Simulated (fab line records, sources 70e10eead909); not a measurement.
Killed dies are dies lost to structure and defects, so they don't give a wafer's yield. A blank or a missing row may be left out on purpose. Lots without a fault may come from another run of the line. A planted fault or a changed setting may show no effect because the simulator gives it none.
A struck lot beside a sound one | flow nand_harc | 21 steps out of a route of 1302
Sound: wafers L283.4, L283.5, L283.6. Struck: wafers L271.2, L271.3, L271.6. The cause comes at the end.
At each step with rows: each side's tool, then ch and its chambers, then its first start. Under that, the readings that differ: sound wafers | struck wafers | difference of the means | sigmas: that difference in standard deviations of wafers without a fault.
alike: readings whose means differ by less than 2 such deviations, and words and numbers that are the same on both sides. not compared: withheld readings, readings that some wafer has no value for, bounds like >300 that may hide the same value, and numbers for which the record gives no deviation and whose values overlap.
The two part at a step that has a row with sigmas, a row that says differs or no value, or rows on one side only. Numbers that don't overlap but have no deviation are shown without sigmas and don't part them. A reading that every wafer of one side lacks parts them only if that side has two wafers or more.

first, 1 step without rows for these wafers: NHARC_A_SLIT_DEVELOP_08 (develop time 35 s).
NHARC_A_SLIT_CD_MEAS_09: target cd 300 nm.
  sound on cd_sem-02 ch 0, day 26 00:52; struck on cd_sem-03 ch 0, day 21 19:09
  alike: cd_nm
NHARC_A_SLIT_OVL_MEAS_10:
  sound on overlay-01, day 26 00:56; struck on overlay-02, day 21 19:14
  alike: overlay_x_nm, overlay_y_nm
NHARC_A_SLIT_INSPECT_11:
  sound on defect_inspect-01, day 26 00:59; struck on defect_inspect-01, day 21 19:16
  reading          | sound    | struck      | difference | sigmas
  raw_defect_count | 32 22 25 | 116 119 133 | +96        | +3
then, 1 step without rows for these wafers: NHARC_A_SLIT_DESCUM_14 (chemistry O2, time 3 s).
NHARC_A_SLIT_ETCH_24: etches the open film in CF4/CHF3, target depth 121 nm, time 60.5 s.
  sound on rie_diel-04 ch 0,3, day 26 01:07; struck on rie_diel-06 ch 0,2,3, day 21 19:26
  alike: chamber_pressure_mTorr, drypump_motor_current_A, oes_product_au, rf_vpp_V, showerhead_plenum_p_Torr, throttle_valve_pct
  not compared: rf_hours_counter_h
then, 1 step without rows for these wafers: NHARC_A_SLIT_ETCH_15 (etches the open film in O2/COS, target depth 6200 nm, time 1612 s).
NHARC_A_SLIT_ETCH_17: etches the open film in C4F8/O2/Ar, time 4254.5 s, target depth 20300 nm.
  sound on har_etch-02 ch 0,1, day 26 03:31; struck on har_etch-02 ch 0,1, day 21 21:52
  alike: chamber_pressure_mTorr, drypump_motor_current_A, showerhead_plenum_p_Torr, throttle_valve_pct
  not compared: rf_hours_counter_h
NHARC_A_SLIT_ETCH_26: etches the open film in C4F8/O2/Ar, time 90 s, target depth 400 nm.
  sound on har_etch-02 ch 0,1, day 26 06:01; struck on har_etch-02 ch 0,1, day 22 00:55
  alike: bias_v, chamber_pressure_mTorr, drypump_motor_current_A, showerhead_plenum_p_Torr, throttle_valve_pct
  not compared: rf_hours_counter_h
then, 1 step without rows for these wafers: NHARC_A_SLIT_STRIP_28 (strips in O2/COS).
NHARC_A_SLIT_ETCH_29: etches the open film in CF4/O2, target depth 100 nm, overetch 10 nm, time 55 s.
  sound on rie_diel-08 ch 0,2,3, day 26 06:52; struck on rie_diel-06 ch 1,2,3, day 22 01:46
  alike: chamber_pressure_mTorr, drypump_motor_current_A, oes_product_au, rf_vpp_V, showerhead_plenum_p_Torr, throttle_valve_pct
  not compared: rf_hours_counter_h
then, 1 step without rows for these wafers: NHARC_A_SLIT_STRIP_18 (strips in O2).
NHARC_A_SLIT_PRECLEAN_19: cleans in SC1.
  sound on wet_bench-06 ch 5,6,7, day 26 07:15; struck on wet_bench-06 ch 0,4,7, day 22 02:11
then, 1 step without rows for these wafers: NHARC_A_SLIT_SRD_20.
NHARC_A_SLIT_CD_MEAS_21:
  sound on cd_sem-02, day 26 07:23; struck on cd_sem-01, day 22 02:19
  alike: cd_nm
then, 3 steps without rows for these wafers: NHARC_A_SIN_REMOVE_WET_00 (chemistry H3PO4, time 15300 s); NHARC_A_SIN_REMOVE_PRECLEAN_01 (cleans in SC1); NHARC_A_SIN_REMOVE_SRD_02.
NHARC_A_SIN_REMOVE_INSPECT_04:
  sound on defect_inspect-01, day 26 14:07; struck on defect_inspect-02, day 22 09:19
  reading          | sound       | struck         | difference | sigmas
  raw_defect_count | 281 278 358 | 1746 1746 1828 | +1468      | +17
NHARC_A_WL_FILL_ALD_00: deposits Al2O3, target thk 3 nm, pulse time 3 s, ald cycles 30.
  sound on ald_hk-01 ch 0,1,3, day 26 14:25; struck on ald_hk-02 ch 0,1,3, day 22 09:24
  alike: heater_power_w, precursor_pulse_height_rel
-- the record jumps here: 4 days lie between the struck wafers' starts before and after (it left off in module A_WL_FILL and takes up again in module END, whose first step shown is number 1302 of the route) --
NHARC_END_SORT_01:
  the record has rows for the struck wafers here (prober-01 ch 0, day 26 01:38) and none for the sound ones

WHERE THEY PART
First at NHARC_A_SLIT_INSPECT_11; last, within this record, at NHARC_END_SORT_01.

WHY: what the simulator had put in
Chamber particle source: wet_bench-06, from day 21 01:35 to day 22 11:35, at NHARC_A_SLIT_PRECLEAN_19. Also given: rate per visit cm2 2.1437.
